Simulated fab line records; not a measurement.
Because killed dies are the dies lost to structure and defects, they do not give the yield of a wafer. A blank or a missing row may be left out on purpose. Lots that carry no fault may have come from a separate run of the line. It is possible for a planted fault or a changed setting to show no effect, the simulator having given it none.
Matching of chambers    flow n5 finfet    N5_BEOL_M0_CUTY_ETCH_62 on rie diel-04 has 4 sister chambers
The step etches SiARC in CF4, time 58.5 s. 4 wafers are shown with their chamber, then 8 later ones without.

== EACH WAFER AND ITS CHAMBER ==
wafer   chamber  showerhead plenum p Torr (Torr)
L085.2  2        2.17
L088.3  0        2.11
L088.5  1        2.10
L090.2  3        2.17

== WAFERS WITH NO CHAMBER GIVEN ==
wafer   showerhead plenum p Torr (Torr)
L090.3  2.17
L090.4  2.11
L094.1  2.17
L094.2  2.16
L094.3  2.11
L095.2  2.10
L095.3  2.16
L095.6  2.16

== THE CHAMBER EACH PASSED THROUGH ==
wafer   from the rows above      in truth
L090.3  can't be placed: 2 or 3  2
L090.4  can't be placed: 0 or 1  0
L094.1  can't be placed: 2 or 3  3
L094.2  can't be placed: 2 or 3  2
L094.3  can't be placed: 0 or 1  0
L095.2  can't be placed: 1 or 0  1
L095.3  can't be placed: 2 or 3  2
L095.6  can't be placed: 2 or 3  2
Placed correctly: 0 of 8. Unplaceable from these rows: 8, with the true chamber sitting among the candidates in 8. Number placed wrongly: 0.
How it was worked out, from the rows above alone: a wafer's distance from a chamber is the root of the sum, over the readings, of the square of ((its reading less the chamber's mean) divided by the reading's scatter). If the next closest chamber is less than 2 further off than the closest, the wafer can't be placed; otherwise it belongs to the closest. Each chamber's mean is taken over the wafers shown for it. The scatter (one wafer shown for each chamber): square how far every hidden wafer sits from the nearest shown wafer, average those squares and take the square root.
